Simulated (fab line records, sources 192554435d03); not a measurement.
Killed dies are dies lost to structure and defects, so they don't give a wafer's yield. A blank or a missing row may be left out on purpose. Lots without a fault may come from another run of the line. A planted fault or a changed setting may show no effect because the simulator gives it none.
fab line records | flow n5_finfet
record lots=21 wafers=63 last_day=17
route steps=1938 shown BEOL_M9@1418 BEOL_M10@1470
lots that met no fault: from a run of the same line without faults
start_h: hours from the record's first day to the start of the lot's first wafer shown | wait_h: hours since the lot's step before | " the same as in the row above | L1.1+2: a row that stands for several wafers | - no value, or no start given | * or withheld: withheld | < > ~ a bound
route shown NAME@n: a module of which the file shows steps, and the number in the route of the first | usual: mean/standard deviation of fault-free wafers | same: alike in all rows | chamber/n: place in a boat | sites: the reading at each site | _std_site: their standard deviation | _edge_site: outer sites' mean less inner sites' | radius_mm: how far each site lies from the wafer's centre | mask NAME#n: copy n | behind: the tool/chamber that last shaped the wafer | hold: why the lot was held/for how many hours/how that ended | device: the transistor (n, p or np) that didn't switch | end of line: the same wafers' tests at the end of the route | a step without rows: its recipe alone | killed: dies lost to structure and defects at the first sort, not the wafer's yield | map: a wafer's dies, x killed, . not, _ none there
set.NAME: the setting as run; set.NAME@STEP: as run at that earlier step | model.NAME: the simulator's own value behind a step, which no gauge read
steps of the route over a sample of lots; a table a step, a row a wafer
services: from which hour (start_h, from the record's first day; less than 0 if before it) a tool's chamber was out of use, for how many hours, and why
## steps
# step N5_BEOL_M9_ETCH_61
# recipe chemistry=CF4 target=SiARC target_depth_a=390 mask_material=CAR-ArF time_s=65 ion_energy_ev=80 pressure_mtorr=40 source_w=545 bias_w=36 Ar_flow_sccm=100 cf4_flow_sccm=100 ends=cleared
# usual drypump_motor_current_A=5.9/0.39 etch_rf_on_time_s=65.1/1.2 mfc_ar_sccm=100.1/0.31 oes_product_au=0.65/0.07 rf_vpp_V=183.9/1.1 showerhead_plenum_p_Torr=2.13/0.057 throttle_valve_pct=15.70/0.26
# columns lot.wafer tool chamber start_h wait_h drypump_motor_current_A etch_rf_on_time_s mfc_ar_sccm oes_product_au rf_hours_counter_h rf_vpp_V showerhead_plenum_p_Torr throttle_valve_pct
L074.2 rie_diel-02 1 198.62 0.0 6.0 65.7 100.6 0.65 119 183.7 2.07 15.88
L074.3 " 2 " " 6.2 64.9 100.0 0.61 175 186.7 2.22 15.77
L074.5 " 1 " " 6.0 65.9 100.4 0.65 - 184.0 2.07 15.89
L076.1 rie_diel-04 1 213.69 0.0 5.2 66.3 99.7 0.73 50 184.7 2.18 15.57
L076.4 " 3 " " 5.3 62.8 100.5 0.88 1 185.0 2.11 14.97
L076.6 " 3 " " 5.3 63.0 100.3 0.87 - 183.6 2.11 14.97
L075.1 rie_diel-02 0 216.41 0.0 5.8 65.1 99.8 0.62 218 184.5 2.11 15.84
L075.3 " 2 " " 6.2 64.1 99.9 0.62 181 184.6 2.22 15.78
L075.5 " 3 " " 5.9 65.5 100.6 0.60 - 184.8 2.12 15.54
L079.1 rie_diel-02 1 221.32 0.0 6.0 65.9 100.3 0.65 126 184.0 2.07 15.90
L079.2 " 3 " " 5.8 66.3 100.1 0.59 236 183.9 2.12 15.56
L079.5 " 0 " " 5.8 66.1 100.7 0.62 - 183.4 2.11 15.82
L078.1 rie_diel-05 2 223.67 0.0 5.3 66.0 100.1 0.61 199 184.2 2.21 15.57
L078.2 " 3 " " 6.1 63.5 100.1 0.67 111 183.9 2.08 15.67
L078.4 " 1 " " 6.3 66.8 99.8 0.57 237 186.2 2.21 15.73
L081.2 rie_diel-04 1 238.73 0.0 5.2 67.3 99.9 0.72 55 185.3 2.18 15.58
L081.4 " 0 " " 5.2 65.7 99.7 0.61 212 182.1 2.05 15.82
L081.5 " 2 " " 6.2 65.4 99.5 0.62 - 183.3 2.13 15.88
L080.2 rie_diel-02 1 240.57 0.0 6.0 65.9 100.3 0.64 131 184.1 2.06 15.92
L080.3 " 0 " " 5.8 66.2 100.3 0.61 225 182.6 2.11 15.85
L080.4 " 2 " " 6.3 64.9 100.0 0.61 187 184.2 2.21 15.79
L082.1 rie_diel-05 0 247.02 0.0 6.1 63.2 100.3 0.70 86 185.6 2.17 15.78
L082.3 " 1 " " 6.3 66.8 100.3 0.57 244 185.0 2.21 15.73
L082.6 " 0 " " 6.1 63.5 100.0 0.69 - 183.4 2.17 15.79
L084.2 rie_diel-02 3 260.14 0.0 5.8 66.1 100.0 0.59 246 183.6 2.11 15.55
L084.5 " 0 " " 5.8 66.1 99.9 0.60 - 185.7 2.11 15.87
L084.6 " 1 " " 6.0 65.5 100.2 0.64 - 182.4 2.06 15.93
L083.1 rie_diel-05 2 264.00 0.0 5.4 65.1 100.1 0.60 211 184.0 2.20 15.57
L083.2 " 3 " " 6.1 63.8 100.4 0.66 124 181.3 2.08 15.70
L083.3 " 1 " " 6.3 66.2 100.2 0.57 249 183.8 2.21 15.75
L086.2 rie_diel-02 1 273.69 0.0 6.0 65.5 100.7 0.63 141 183.1 2.06 15.93
L086.4 " 1 " " 6.0 65.2 100.3 0.64 - 183.3 2.06 15.94
L086.6 " 2 " " 6.3 65.5 100.5 0.60 - 185.4 2.21 15.81
L087.1 rie_diel-04 3 289.91 0.0 5.3 63.4 100.0 0.81 18 183.2 2.10 15.00
L087.3 " 1 " " 5.2 67.4 100.0 0.70 66 185.2 2.18 15.62
L087.5 " 3 " " 5.3 62.8 99.6 0.81 - 183.1 2.10 15.00
L090.2 rie_diel-04 0 305.74 0.0 5.2 65.8 100.2 0.59 226 183.2 2.04 15.86
L090.3 " 1 " " 5.2 67.1 100.1 0.70 69 185.3 2.17 15.62
L090.4 " 2 " " 6.2 64.1 100.2 0.61 192 183.0 2.13 15.92
L091.3 rie_diel-05 3 305.78 0.0 6.1 64.3 99.6 0.64 139 183.5 2.07 15.74
L091.4 " 0 " " 6.1 63.8 100.0 0.68 109 184.7 2.16 15.82
L091.6 " 3 " " 6.1 64.7 100.0 0.64 - 181.4 2.07 15.73
L089.2 rie_diel-05 2 309.26 0.0 5.3 66.9 100.0 0.58 230 184.9 2.19 15.60
L089.3 " 0 " " 6.1 64.0 99.9 0.67 110 182.4 2.16 15.83
L089.5 " 3 " " 6.1 63.6 100.3 0.65 - 182.9 2.07 15.72
L093.4 rie_diel-05 0 309.51 0.0 6.1 63.6 100.1 0.68 110 183.9 2.16 15.84
L093.5 " 0 " " 6.1 63.4 100.2 0.68 - 184.6 2.16 15.84
L093.6 " 3 " " 6.2 63.8 99.9 0.65 - 182.4 2.07 15.72
L092.1 rie_diel-02 1 317.46 0.0 6.0 65.2 100.0 0.63 160 182.2 2.06 15.98
L092.2 " 3 " " 5.8 65.5 100.5 0.81 4 184.8 2.11 15.09
L092.5 " 1 " " 6.0 66.1 100.2 0.63 - 182.8 2.06 15.97
L094.2 rie_diel-05 0 327.62 0.0 6.1 63.6 100.1 0.68 116 184.4 2.16 15.85
L094.3 " 2 " " 5.3 66.5 100.3 0.57 237 185.1 2.19 15.63
L094.4 " 3 " " 6.1 63.8 99.5 0.64 147 184.5 2.07 15.75
L095.1 rie_diel-02 1 338.59 0.0 6.1 66.3 100.3 0.62 167 184.2 2.05 15.99
L095.4 " 2 " " 6.3 65.5 99.9 0.58 - 185.1 2.20 15.85
L095.5 " 0 " " 5.8 66.3 99.7 0.59 - 184.4 2.10 15.91
L096.1 rie_diel-04 0 339.25 0.0 5.2 66.1 100.1 0.59 237 183.2 2.04 15.88
L096.2 " 2 " " 6.2 64.1 99.5 0.60 203 183.5 2.12 15.94
L096.6 " 1 " " 5.2 66.1 100.1 0.69 - 183.8 2.17 15.66
L097.1 rie_diel-04 2 343.29 0.0 6.2 65.3 100.2 0.60 204 183.9 2.12 15.95
L097.3 " 0 " " 5.2 67.3 100.0 0.58 237 183.2 2.04 15.87
L097.5 " 3 " " 5.3 63.3 99.4 0.78 - 183.4 2.10 15.03
# step N5_BEOL_M9_ETCH_62
# recipe chemistry=N2/H2 target=SOC target_depth_a=1100 overetch_a=220 mask_material=SiARC temp_c=40 time_s=165 ion_energy_ev=200 pressure_mtorr=30 source_w=840 bias_w=150 n2_flow_sccm=200 h2_flow_sccm=200
# usual drypump_motor_current_A=5.9/0.39 oes_product_au=0.64/0.065 rf_vpp_V=523.3/2.2 showerhead_plenum_p_Torr=2.52/0.076 throttle_valve_pct=17.85/0.29
# columns lot.wafer tool chamber start_h wait_h drypump_motor_current_A oes_product_au rf_hours_counter_h rf_vpp_V showerhead_plenum_p_Torr throttle_valve_pct
L074.2 rie_diel-02 1 198.67 0.0 6.0 0.65 119 521.7 2.45 18.19
L074.3 " 2 " " 6.3 0.61 175 526.6 2.64 17.95
L074.5 " 1 " " 6.1 0.64 - 522.1 2.45 18.20
L076.1 rie_diel-04 1 213.74 0.0 5.2 0.73 50 525.3 2.59 17.79
L076.4 " 3 " " 5.3 0.85 1 523.8 2.49 17.09
L076.6 " 3 " " 5.3 0.85 - 524.0 2.49 17.08
L075.1 rie_diel-02 0 216.46 0.0 5.8 0.61 218 523.7 2.51 18.04
L075.3 " 2 " " 6.3 0.61 181 526.5 2.63 17.96
L075.5 " 3 " " 5.9 0.60 - 522.2 2.51 17.76
L079.1 rie_diel-02 1 221.37 0.0 6.0 0.65 126 522.4 2.45 18.21
L079.2 " 3 " " 5.9 0.60 236 521.4 2.51 17.78
L079.5 " 0 " " 5.8 0.61 - 522.3 2.51 18.04
L078.1 rie_diel-05 2 223.72 0.0 5.3 0.60 199 526.8 2.64 17.79
L078.2 " 3 " " 6.2 0.66 111 521.2 2.43 17.58
L078.4 " 1 " " 6.3 0.58 237 525.6 2.62 17.87
L081.2 rie_diel-04 1 238.78 0.0 5.2 0.73 55 525.2 2.59 17.78
L081.4 " 0 " " 5.2 0.60 212 519.2 2.42 17.94
L081.5 " 2 " " 6.2 0.61 - 523.2 2.52 18.00
L080.2 rie_diel-02 1 240.62 0.0 6.1 0.64 131 521.5 2.45 18.22
L080.3 " 0 " " 5.8 0.60 225 521.2 2.51 18.06
L080.4 " 2 " " 6.3 0.61 188 527.6 2.63 17.96
L082.1 rie_diel-05 0 247.07 0.0 6.1 0.69 86 523.4 2.56 17.94
L082.3 " 1 " " 6.3 0.58 244 524.9 2.62 17.87
L082.6 " 0 " " 6.1 0.69 - 524.3 2.56 17.93
L084.2 rie_diel-02 3 260.19 0.0 5.9 0.60 246 521.4 2.50 17.80
L084.5 " 0 " " 5.8 0.61 - 523.0 2.50 18.07
L084.6 " 1 " " 6.0 0.64 - 519.2 2.45 18.23
L083.1 rie_diel-05 2 264.05 0.0 5.3 0.59 211 525.9 2.64 17.82
L083.2 " 3 " " 6.2 0.65 124 521.0 2.43 17.60
L083.3 " 1 " " 6.3 0.57 249 525.1 2.61 17.91
L086.2 rie_diel-02 1 273.74 0.0 6.0 0.63 141 520.6 2.44 18.24
L086.4 " 1 " " 6.0 0.64 - 521.4 2.44 18.22
L086.6 " 2 " " 6.3 0.60 - 526.2 2.63 17.99
L087.1 rie_diel-04 3 289.96 0.0 5.3 0.79 18 522.8 2.49 17.11
L087.3 " 1 " " 5.2 0.71 66 524.6 2.58 17.81
L087.5 " 3 " " 5.3 0.78 - 522.1 2.49 17.13
L090.2 rie_diel-04 0 305.79 0.0 5.2 0.60 226 520.1 2.41 17.96
L090.3 " 1 " " 5.2 0.71 69 523.5 2.58 17.83
L090.4 " 2 " " 6.2 0.60 192 523.0 2.52 18.00
L091.3 rie_diel-05 3 305.83 0.0 6.2 0.64 140 521.3 2.42 17.62
L091.4 " 0 " " 6.1 0.66 109 525.3 2.55 17.98
L091.6 " 3 " " 6.1 0.64 - 521.0 2.42 17.64
L089.2 rie_diel-05 2 309.31 0.0 5.3 0.58 230 525.5 2.63 17.84
L089.3 " 0 " " 6.1 0.66 110 524.7 2.55 17.98
L089.5 " 3 " " 6.1 0.64 - 522.1 2.42 17.61
L093.4 rie_diel-05 0 309.56 0.0 6.1 0.66 110 524.7 2.55 17.98
L093.5 " 0 " " 6.1 0.67 - 523.7 2.55 17.98
L093.6 " 3 " " 6.1 0.63 - 521.0 2.42 17.64
L092.1 rie_diel-02 1 317.51 0.0 6.0 0.61 160 521.4 2.44 18.29
L092.2 " 3 " " 5.8 0.81 5 521.8 2.50 17.40
L092.5 " 1 " " 6.0 0.62 - 521.1 2.44 18.28
L094.2 rie_diel-05 0 327.67 0.0 6.1 0.66 116 524.4 2.54 18.00
L094.3 " 2 " " 5.3 0.59 237 526.2 2.63 17.86
L094.4 " 3 " " 6.1 0.63 147 520.2 2.42 17.64
L095.1 rie_diel-02 1 338.64 0.0 6.0 0.62 167 520.6 2.43 18.30
L095.4 " 2 " " 6.3 0.58 - 524.8 2.61 18.03
L095.5 " 0 " " 5.8 0.59 - 521.6 2.49 18.09
L096.1 rie_diel-04 0 339.30 0.0 5.2 0.58 237 520.3 2.41 17.95
L096.2 " 2 " " 6.2 0.59 203 522.3 2.51 18.01
L096.6 " 1 " " 5.2 0.69 - 525.7 2.58 17.84
L097.1 rie_diel-04 2 343.34 0.0 6.2 0.59 204 522.2 2.51 18.03
L097.3 " 0 " " 5.2 0.58 238 519.6 2.41 17.97
L097.5 " 3 " " 5.3 0.76 - 522.3 2.48 17.15
# step N5_BEOL_M9_STRIP_19
# recipe chemistry=O2 power_w=400 temp_c=40 pressure_mtorr=30 rf_frequency_hz=6e+07 bias_power_w=0 overash_fraction=0.2 o2_flow_sccm=225
# usual drypump_motor_current_A=5.9/0.35 oes_product_au=0.74/0.062 rf_vpp_V=3.7/0.57 showerhead_plenum_p_Torr=2.09/0.062 throttle_valve_pct=16.82/0.23
# columns lot.wafer tool chamber start_h wait_h drypump_motor_current_A oes_product_au rf_hours_counter_h rf_vpp_V showerhead_plenum_p_Torr throttle_valve_pct
L074.2 rie_diel-02 3 199.09 0.2 5.8 0.72 228 4.4 2.06 16.52
L074.3 " 0 " " 5.8 0.73 212 4.1 2.08 16.93
L074.5 " 1 " " 6.0 0.77 - 4.4 2.03 17.00
L076.1 rie_diel-02 1 214.04 0.1 6.0 0.77 124 3.5 2.03 17.04
L076.4 " 3 " " 5.8 0.70 233 3.2 2.06 16.52
L076.6 " 3 " " 5.8 0.72 - 3.8 2.06 16.53
L075.1 rie_diel-02 0 216.85 0.2 5.8 0.73 218 4.4 2.08 16.96
L075.3 " 2 " " 6.3 0.72 181 4.4 2.18 16.86
L075.5 " 0 " " 5.8 0.74 - 2.6 2.08 16.94
L079.1 rie_diel-02 1 221.66 0.1 6.0 0.78 126 3.8 2.03 17.04
L079.2 " 2 " " 6.3 0.72 183 3.1 2.18 16.87
L079.5 " 2 " " 6.3 0.72 - 4.0 2.18 16.87
L078.1 rie_diel-05 3 224.02 0.1 6.1 0.77 111 2.8 2.04 16.74
L078.2 " 0 " " 6.1 0.81 78 3.7 2.12 16.80
L078.4 " 2 " " 5.3 0.70 199 3.9 2.17 16.64
L081.2 rie_diel-02 2 239.08 0.1 6.3 0.72 187 3.1 2.18 16.87
L081.4 " 0 " " 5.8 0.73 224 4.5 2.07 16.94
L081.5 " 1 " " 6.1 0.76 - 4.0 2.02 17.02
L080.2 rie_diel-02 1 240.92 0.1 6.0 0.76 131 4.7 2.02 17.04
L080.3 " 3 " " 5.9 0.70 241 3.1 2.06 16.54
L080.4 " 0 " " 5.8 0.73 225 4.1 2.07 16.93
L082.1 rie_diel-05 1 247.52 0.2 6.3 0.67 244 4.0 2.16 16.75
L082.3 " 2 " " 5.3 0.71 206 3.3 2.17 16.63
L082.6 " 2 " " 5.3 0.70 - 3.5 2.17 16.64
L084.2 rie_diel-02 0 260.49 0.1 5.8 0.73 231 4.4 2.07 16.95
L084.5 " 0 " " 5.8 0.71 - 3.1 2.07 16.96
L084.6 " 3 " " 5.8 0.70 - 3.4 2.06 16.55
L083.1 rie_diel-02 1 264.49 0.2 6.1 0.76 138 3.8 2.02 17.06
L083.2 " 0 " " 5.8 0.72 232 4.3 2.07 16.98
L083.3 " 2 " " 6.2 0.71 194 2.7 2.18 16.87
L086.2 rie_diel-02 2 274.16 0.2 6.3 0.70 198 3.2 2.17 16.89
L086.4 " 0 " " 5.8 0.72 - 3.2 2.07 16.97
L086.6 " 2 " " 6.3 0.71 - 3.1 2.17 16.89
L087.1 rie_diel-02 2 290.44 0.3 6.2 0.68 207 3.5 2.17 16.90
L087.3 " 2 " " 6.3 0.70 - 3.6 2.17 16.91
L087.5 " 1 " " 6.0 0.76 - 4.3 2.02 17.06
L090.2 rie_diel-04 2 306.09 0.1 6.2 0.71 192 4.7 2.08 16.97
L090.3 " 3 " " 5.3 0.92 22 3.8 2.07 16.16
L090.4 " 0 " " 5.2 0.69 226 3.7 1.97 16.78
L091.3 rie_diel-04 3 306.13 0.1 5.2 0.94 22 4.3 2.07 16.16
L091.4 " 1 " " 5.2 0.84 70 3.7 2.13 16.70
L091.6 " 3 " " 5.3 0.92 - 4.4 2.07 16.16
L089.2 rie_diel-05 2 309.80 0.3 5.3 0.68 231 4.6 2.16 16.69
L089.3 " 3 " " 6.1 0.75 141 5.0 2.03 16.80
L089.5 " 1 " " 6.3 0.95 - 3.5 2.16 16.23
L093.4 rie_diel-05 3 309.88 0.1 6.1 0.74 141 2.7 2.03 16.80
L093.5 " 1 " " 6.3 0.93 - 4.6 2.16 16.25
L093.6 " 2 " " 5.3 0.67 - 3.9 2.16 16.69
L092.1 rie_diel-04 1 317.81 0.1 5.2 0.84 73 3.9 2.13 16.68
L092.2 " 3 " " 5.3 0.92 26 3.8 2.07 16.17
L092.5 " 2 " " 6.2 0.73 - 3.9 2.08 16.99
L094.2 rie_diel-02 2 327.96 0.1 6.3 0.69 220 3.5 2.17 16.90
L094.3 " 0 " " 5.8 0.71 - 4.3 2.07 16.99
L094.4 " 2 " " 6.3 0.69 - 3.9 2.17 16.91
L095.1 rie_diel-02 0 338.94 0.1 5.8 0.69 254 4.1 2.06 17.01
L095.4 " 2 " " 6.3 0.68 - 3.6 2.17 16.95
L095.5 " 1 " " 6.0 0.72 - 3.8 2.01 17.09
L096.1 rie_diel-04 1 339.63 0.1 5.2 0.82 81 4.1 2.12 16.71
L096.2 " 3 " " 5.3 0.88 33 5.2 2.07 16.18
L096.6 " 0 " " 5.2 0.69 - 3.5 1.97 16.83
L097.1 rie_diel-02 1 343.73 0.2 6.0 0.73 169 3.6 2.01 17.12
L097.3 " 0 " " 5.8 0.71 255 2.7 2.06 17.02
L097.5 " 2 " " 6.3 0.69 - 4.2 2.16 16.92
# step N5_BEOL_M9_SURFACE_TREAT_79
# recipe gas=Ar time_s=* ion_energy_ev=* ion_current_ma_cm2=0.5 pressure_mtorr=* ar_flow_sccm=30
# usual throttle_valve_pct=*
# columns lot.wafer tool chamber start_h wait_h throttle_valve_pct
L074.2 pvd_sputter-03 - 202.01 0.2 *
L074.3 " - " " *
L074.5 " - " " *
L076.1 pvd_sputter-03 - 217.17 0.2 *
L076.4 " - " " *
L076.6 " - " " *
L075.1 pvd_sputter-02 - 219.45 0.6 *
L075.3 " - " " *
L075.5 " - " " *
L079.1 pvd_sputter-03 - 224.18 0.2 *
L079.2 " - " " *
L079.5 " - " " *
L078.1 pvd_sputter-03 - 226.17 0.3 *
L078.2 " - " " *
L078.4 " - " " *
L081.2 pvd_sputter-02 - 243.12 0.2 *
L081.4 " - " " *
L081.5 " - " " *
L080.2 pvd_sputter-01 - 244.10 0.3 *
L080.3 " - " " *
L080.4 " - " " *
L082.1 pvd_sputter-01 - 250.15 0.2 *
L082.3 " - " " *
L082.6 " - " " *
L084.2 pvd_sputter-03 - 265.59 0.4 *
L084.5 " - " " *
L084.6 " - " " *
L083.1 pvd_sputter-02 - 266.89 0.2 *
L083.2 " - " " *
L083.3 " - " " *
L086.2 pvd_sputter-01 - 278.44 0.6 *
L086.4 " - " " *
L086.6 " - " " *
L087.1 pvd_sputter-02 - 292.84 0.2 *
L087.3 " - " " *
L087.5 " - " " *
L091.3 pvd_sputter-01 - 310.06 0.4 *
L091.4 " - " " *
L091.6 " - " " *
L090.2 pvd_sputter-03 - 310.59 0.7 *
L090.3 " - " " *
L090.4 " - " " *
L089.2 pvd_sputter-03 - 312.08 0.3 *
L089.3 " - " " *
L089.5 " - " " *
L093.4 pvd_sputter-02 - 312.67 0.3 *
L093.5 " - " " *
L093.6 " - " " *
L092.1 pvd_sputter-03 - 320.56 0.2 *
L092.2 " - " " *
L092.5 " - " " *
L094.2 pvd_sputter-03 - 331.12 0.2 *
L094.3 " - " " *
L094.4 " - " " *
L095.1 pvd_sputter-03 - 342.32 1.2 *
L095.4 " - " " *
L095.5 " - " " *
L096.1 pvd_sputter-02 - 343.62 0.3 *
L096.2 " - " " *
L096.6 " - " " *
L097.1 pvd_sputter-01 - 349.02 0.8 *
L097.3 " - " " *
L097.5 " - " " *
# step N5_BEOL_M9_SPUTTER_48
# recipe material=Cu target_thk_a=120 temp_c=-20 bias_v=60 power_w=26000 chamber_pressure_pa=0.13 time_s=2
# usual chuck_gas_flow_sccm=1.26/0.047 chuck_sensor_temp_C=-15.7/0.53 substrate_temp_c=-20.00/0.11 throttle_valve_pct=30.4/0.85
# columns lot.wafer tool chamber start_h wait_h chuck_gas_flow_sccm chuck_sensor_temp_C substrate_temp_c throttle_valve_pct
L074.2 pvd_sputter-02 - 202.23 0.1 1.27 -15.0 -20.01 29.9
L074.3 " - " " 1.26 -15.4 -20.05 30.7
L074.5 " - " " 1.21 -15.2 -19.98 30.6
L076.1 pvd_sputter-02 - 217.39 0.1 1.17 -14.9 -19.78 29.9
L076.4 " - " " 1.26 -15.4 -20.07 29.6
L076.6 " - " " 1.24 -15.5 -20.13 29.7
L075.1 pvd_sputter-01 - 219.69 0.1 1.25 -15.5 -19.90 31.3
L075.3 " - " " 1.31 -16.3 -19.91 30.2
L075.5 " - " " 1.27 -16.4 -19.96 31.9
L079.1 pvd_sputter-03 - 224.62 0.3 1.33 -14.9 -19.97 29.5
L079.2 " - " " 1.27 -16.2 -19.99 29.4
L079.5 " - " " 1.23 -16.1 -20.15 29.6
L078.1 pvd_sputter-03 - 226.36 0.1 1.27 -14.9 -20.19 29.4
L078.2 " - " " 1.22 -16.2 -19.93 29.8
L078.4 " - " " 1.31 -16.4 -20.16 29.4
L081.2 pvd_sputter-01 - 243.42 0.2 1.31 -15.4 -19.92 31.4
L081.4 " - " " 1.28 -16.5 -20.03 31.9
L081.5 " - " " 1.27 -15.7 -20.00 31.6
L080.2 pvd_sputter-01 - 244.59 0.2 1.19 -16.4 -19.85 30.2
L080.3 " - " " 1.25 -15.5 -20.03 31.3
L080.4 " - " " 1.23 -16.2 -20.10 31.7
L082.1 pvd_sputter-01 - 250.33 0.1 1.26 -16.3 -19.79 30.4
L082.3 " - " " 1.31 -15.7 -19.99 31.5
L082.6 " - " " 1.22 -16.3 -19.99 29.9
L084.2 pvd_sputter-03 - 265.79 0.1 1.26 -15.8 -20.00 31.5
L084.5 " - " " 1.29 -15.9 -19.96 31.4
L084.6 " - " " 1.17 -16.1 -19.94 29.7
L083.1 pvd_sputter-02 - 267.07 0.1 1.18 -14.8 -20.13 29.9
L083.2 " - " " 1.34 -15.1 -19.90 30.6
L083.3 " - " " 1.27 -15.4 -20.04 31.5
L086.2 pvd_sputter-02 - 278.62 0.1 1.27 -15.3 -20.15 30.0
L086.4 " - " " 1.21 -15.6 -20.05 29.5
L086.6 " - " " 1.25 -15.6 -19.97 31.3
L087.1 pvd_sputter-02 - 293.04 0.1 1.28 -15.5 -19.93 29.4
L087.3 " - " " 1.23 -15.4 -20.02 31.6
L087.5 " - " " 1.27 -14.9 -20.09 29.8
L091.3 pvd_sputter-03 - 310.63 0.3 1.31 -14.9 -19.95 29.3
L091.4 " - " " 1.24 -16.1 -19.83 29.8
L091.6 " - " " 1.28 -16.1 -19.94 29.7
L090.2 pvd_sputter-03 - 310.79 0.1 1.34 -14.9 -20.04 29.9
L090.3 " - " " 1.23 -16.2 -19.97 29.5
L090.4 " - " " 1.25 -15.9 -20.12 31.3
L089.2 pvd_sputter-03 - 312.27 0.1 1.25 -15.0 -20.10 29.7
L089.3 " - " " 1.35 -16.3 -19.88 29.7
L089.5 " - " " 1.32 -16.2 -19.85 29.8
L093.4 pvd_sputter-03 - 312.87 0.1 1.20 -16.5 -19.93 29.4
L093.5 " - " " 1.26 -14.8 -20.01 29.6
L093.6 " - " " 1.34 -16.5 -20.20 29.7
L092.1 pvd_sputter-02 - 321.02 0.1 1.22 -15.0 -20.11 29.8
L092.2 " - " " 1.27 -15.3 -19.78 30.4
L092.5 " - " " 1.28 -15.6 -20.19 29.3
L094.2 pvd_sputter-01 - 331.33 0.1 1.26 -16.3 -20.01 30.1
L094.3 " - " " 1.25 -16.1 -19.94 30.2
L094.4 " - " " 1.31 -16.5 -20.12 32.0
L095.1 pvd_sputter-01 - 342.79 0.1 1.28 -16.4 -20.19 30.6
L095.4 " - " " 1.25 -16.5 -20.07 32.0
L095.5 " - " " 1.31 -16.2 -19.90 32.0
L096.1 pvd_sputter-01 - 343.84 0.1 1.25 -16.3 -20.05 30.3
L096.2 " - " " 1.17 -16.1 -20.04 30.0
L096.6 " - " " 1.41 -16.2 -19.86 31.9
L097.1 pvd_sputter-02 - 349.50 0.1 1.24 -14.8 -20.07 29.9
L097.3 " - " " 1.16 -15.3 -19.92 30.5
L097.5 " - " " 1.26 -15.1 -19.71 29.9
# step N5_BEOL_M10_ILD_DEP_00
# recipe material=SiCOH_lowk target_thk_a=3085.1 temp_c=300 precursor=DEMS/porogen pressure_torr=5 rf_w=500 time_s=58
# usual heater_power_w=298/46 showerhead_plenum_p_Torr=5.743/0.014 throttle_valve_pct=14.1/0.95
# columns lot.wafer tool chamber start_h wait_h heater_power_w showerhead_plenum_p_Torr since_wet_clean_h throttle_valve_pct
L074.2 pecvd-02 1 203.25 0.0 257 5.756 1632 13.7
L074.3 " 0 " " 377 5.727 907 14.2
L074.5 " 1 " " 248 5.761 - 13.6
L076.1 pecvd-02 2 218.44 0.0 219 5.726 168 12.4
L076.4 " 1 " " 251 5.746 - 13.6
L076.6 " 0 " " 385 5.741 - 14.5
L075.1 pecvd-01 0 220.95 0.0 291 5.714 1287 14.9
L075.3 " 1 " " 317 5.761 2012 16.2
L075.5 " 2 " " 279 5.750 - 13.9
L079.1 pecvd-02 0 226.04 0.0 325 5.722 930 14.6
L079.2 " 1 " " 255 5.765 1655 13.7
L079.5 " 1 " " 263 5.765 - 13.5
L078.1 pecvd-03 2 227.42 0.0 299 5.757 359 13.6
L078.2 " 0 " " 258 5.731 1113 14.1
L078.4 " 1 " " 334 5.753 - 13.8
L081.2 pecvd-03 0 244.82 0.0 275 5.730 1130 14.2
L081.4 " 0 " " 296 5.741 - 14.4
L081.5 " 2 " " 248 5.757 - 13.7
L080.2 pecvd-01 1 246.09 0.0 330 5.752 2037 16.4
L080.3 " 0 " " 276 5.731 1312 14.8
L080.4 " 1 " " 349 5.751 - 16.3
L082.1 pecvd-01 2 251.69 0.0 345 5.743 558 13.7
L082.3 " 0 " " 307 5.734 1318 14.8
L082.6 " 1 " " 361 5.752 - 16.8
L084.2 pecvd-03 1 266.81 0.0 325 5.755 1877 13.7
L084.5 " 2 " " 282 5.756 - 13.7
L084.6 " 0 " " 246 5.745 - 14.2
L083.1 pecvd-02 1 268.32 0.0 217 5.770 1697 13.8
L083.2 " 0 " " 350 5.737 972 14.5
L083.3 " 2 " " 260 5.720 218 12.7
L086.2 pecvd-02 2 281.05 0.0 235 5.727 231 12.8
L086.4 " 1 " " 207 5.767 - 13.9
L086.6 " 0 " " 390 5.721 - 14.7
L087.1 pecvd-02 0 294.06 0.0 365 5.726 998 14.5
L087.3 " 2 " " 274 5.744 244 12.9
L087.5 " 2 " " 280 5.733 - 12.9
L091.3 pecvd-02 1 311.65 0.0 267 5.764 1741 13.9
L091.4 " 1 " " 268 5.752 - 13.6
L091.6 " 2 " " 280 5.724 - 12.8
L090.2 pecvd-03 2 311.82 0.0 250 5.737 443 13.4
L090.3 " 1 " " 318 5.761 1922 13.9
L090.4 " 0 " " 248 5.722 - 14.1
L089.2 pecvd-01 1 313.32 0.0 381 5.741 2105 16.4
L089.3 " 2 " " 355 5.764 - 13.9
L089.5 " 2 " " 276 5.749 - 13.9
L093.4 pecvd-03 1 313.92 0.1 329 5.751 - 14.0
L093.5 " 2 " " 281 5.761 - 13.5
L093.6 " 0 " " 290 5.717 - 14.2
L092.1 pecvd-01 2 322.09 0.0 318 5.760 628 14.2
L092.2 " 1 " " 364 5.741 2113 16.5
L092.5 " 1 " " 372 5.753 - 16.3
L094.2 pecvd-02 0 332.63 0.0 396 5.749 1037 14.8
L094.3 " 1 " " 221 5.758 1762 13.5
L094.4 " 0 " " 313 5.735 - 14.5
L095.1 pecvd-03 0 343.86 0.0 260 5.716 1229 14.2
L095.4 " 1 " " 298 5.749 - 14.1
L095.5 " 0 " " 267 5.735 - 14.2
L096.1 pecvd-01 0 345.76 0.0 277 5.732 1412 15.1
L096.2 " 1 " " 364 5.741 2137 16.3
L096.6 " 2 " " 322 5.752 - 14.0
L097.1 pecvd-03 0 350.59 0.0 285 5.726 1236 14.2
L097.3 " 1 " " 298 5.762 1961 13.5
L097.5 " 2 " " 306 5.751 - 13.9
## services
# columns tool chamber start_h hours kind
rie_diel-04 2 180.80 8.5 repair
rie_diel-04 1 229.69 7.4 repair
pecvd-03 2 237.15 4.5 repair
rie_diel-05 3 265.18 6.2 repair
rie_diel-02 3 267.81 - clean
rie_diel-02 3 267.81 - consumable_replace:focus_ring
rie_diel-02 3 267.81 36.6 scheduled_down
rie_diel-02 3 267.81 36.6 vent_cycle
pecvd-01 0 271.13 58.4 repair
rie_diel-05 1 271.34 - clean
rie_diel-05 1 271.34 - consumable_replace:focus_ring
rie_diel-05 1 271.34 21.2 scheduled_down
rie_diel-05 1 271.34 21.2 vent_cycle
rie_diel-04 - 273.42 14.6 pm
pvd_sputter-03 - 278.15 5.5 repair
rie_diel-02 0 279.54 8.0 repair
pecvd-01 2 280.52 5.9 repair
rie_diel-02 0 289.38 4.3 repair
pvd_sputter-02 - 294.67 5.9 repair
pvd_sputter-01 - 310.24 2.1 repair
rie_diel-02 0 316.61 4.1 repair
rie_diel-02 2 319.89 2.5 repair
rie_diel-02 3 323.57 29.4 repair
rie_diel-02 1 326.74 3.5 repair
## key
fault none
